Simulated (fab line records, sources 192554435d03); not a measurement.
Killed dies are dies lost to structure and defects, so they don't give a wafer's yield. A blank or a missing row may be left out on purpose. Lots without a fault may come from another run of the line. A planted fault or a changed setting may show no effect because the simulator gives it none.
Split-lot experiment | flow n5_finfet | 7 lots, 21 wafers read, on a route of 1938 steps

THE SPLIT
At N5_BEOL_M1_TRENCH_ETCH_37 (etches SiOC in C4F6/O2, target depth 55.207 nm, time 29 s), the setting time_s was moved away from the recipe's 29 s on 9 of the 21 wafers read, by -22.2% to +13.8%. The other wafers ran this setting at the recipe's value.

FROM THE SPLIT TO THE READING: what the file shows between them, 2 steps
- N5_BEOL_M1_ETCH_41: etches SiCN in CH3F/O2, target depth 31.9 nm, time 57.8 s
- N5_BEOL_M1_STRIP_97: strips in N2/H2, time 10 s

THE READING
trench_depth_nm, in nm, at N5_BEOL_M1_OCD_MEAS_38. Fault-free wafers of this fab line usually give 55.0 nm, standard deviation 0.9 nm.

wafer  | tool, chamber at the split | time_s as run, s | against the recipe | trench_depth_nm, nm | against lot-mates on the recipe
L074.1 | rie_diel-03, 2             | 33               | +13.8%             | 62.9                | +8.1
L074.2 | rie_diel-03, 3             | 33               | +13.8%             | 62.5                | +7.7
L074.5 | rie_diel-03, 3             | 29               | recipe             | 54.8                | -
L079.1 | rie_diel-01, 1             | 24.58            | -15.2%             | 46.8                | -7.8
L079.3 | rie_diel-01, 2             | 24.58            | -15.2%             | 45.8                | -8.8
L079.4 | rie_diel-01, 2             | 29               | recipe             | 54.6                | -
L087.1 | rie_diel-04, 3             | 29               | recipe             | 54.9                | -
L087.4 | rie_diel-04, 1             | 29               | recipe             | 55.5                | -
L087.6 | rie_diel-04, 3             | 29               | recipe             | 54.7                | -
L088.3 | rie_diel-03, 3             | 22.55            | -22.2%             | 42.5                | no lot-mate on the recipe
L088.4 | rie_diel-03, 0             | 22.55            | -22.2%             | 43.1                | no lot-mate on the recipe
L088.5 | rie_diel-03, 2             | 22.55            | -22.2%             | 44.0                | no lot-mate on the recipe
L089.3 | rie_diel-03, 0             | 25.32            | -12.7%             | 47.7                | -8.3
L089.5 | rie_diel-03, 2             | 29               | recipe             | 56.0                | -
L089.6 | rie_diel-03, 3             | 25.32            | -12.7%             | 47.4                | -8.6
L094.1 | rie_diel-04, 1             | 29               | recipe             | 55.2                | -
L094.2 | rie_diel-04, 2             | 29               | recipe             | 55.0                | -
L094.4 | rie_diel-04, 2             | 29               | recipe             | 55.0                | -
L097.1 | rie_diel-04, 0             | 29               | recipe             | 56.6                | -
L097.2 | rie_diel-04, 3             | 29               | recipe             | 55.5                | -
L097.6 | rie_diel-04, 1             | 29               | recipe             | 55.2                | -

THE FIT
A straight line over all 21 wafers: trench_depth_nm changes by +0.554 nm for each +1% of time_s; r = +0.99; the points scatter about the line by 0.61 nm.
The same after taking each lot's own level away (the mean of its wafers on the recipe; 18 wafers): +0.586 nm for each +1%; r = +0.99; scatter 0.56 nm.
On that fit, the largest move of time_s shifts the reading by 13 nm.
The lots' own levels span 54.60 to 56.00 nm, that is 1.6 times the standard deviation above.
So the lot-to-lot level changes the slope little: the two slopes agree.
Check: with one of the wafers moved furthest among these (-15.2%) left out of the fit, the line predicts -9.33 nm for it against its lot-mates. It came out at -7.8 nm against them.

OTHER SPLITS ON THESE WAFERS
These wafers also went through other splits before the reading. Each is held against what the fit with the lots' levels taken away leaves over:
other split on the same wafers        | wafers away from the commonest value | r with trench_depth_nm (lot level and that fit taken away)
N5_MOL_CONTACT_COAG_COAT_58 spin_rpm  | 10                                   | -0.25
N5_MOL_CONTACT_COAG_ALD_27 ald_cycles | 2                                    | -0.15
N5_MOL_CONTACT_COAG_COAT_76 spin_rpm  | 8                                    | -0.31
N5_MOL_CONTACT_COAG_COAT_63 spin_rpm  | 5                                    | -0.02
N5_BEOL_M0_CUTY_EXPOSE_54 dose_mj     | 8                                    | +0.56
N5_BEOL_M0_ETCH_138 source_w          | 8                                    | +0.09

THE WHOLE CHAIN: every reading that the file lists as answering this split, in the file's order
step                      | what it does                                              | reading                                                                   | change (the file's fit)               | r (the file's)
N5_BEOL_M1_TRENCH_ETCH_37 | etches SiOC in C4F6/O2, target depth 55.207 nm, time 29 s | etch.depth_nm (the simulator's own value, which no gauge read)            | +0.594 nm for each +1% of the setting | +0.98
N5_BEOL_M1_TRENCH_ETCH_37 | etches SiOC in C4F6/O2, target depth 55.207 nm, time 29 s | BEOL_M1.feature_depth_nm (the simulator's own value, which no gauge read) | +0.593 nm for each +1% of the setting | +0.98
N5_BEOL_M1_OCD_MEAS_38    |                                                           | trench_depth_nm                                                           | +0.586 nm for each +1% of the setting | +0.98

THE FILE'S OWN FIT
trench_depth_nm changes by +0.586 nm for each +1% of time_s, r = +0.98.
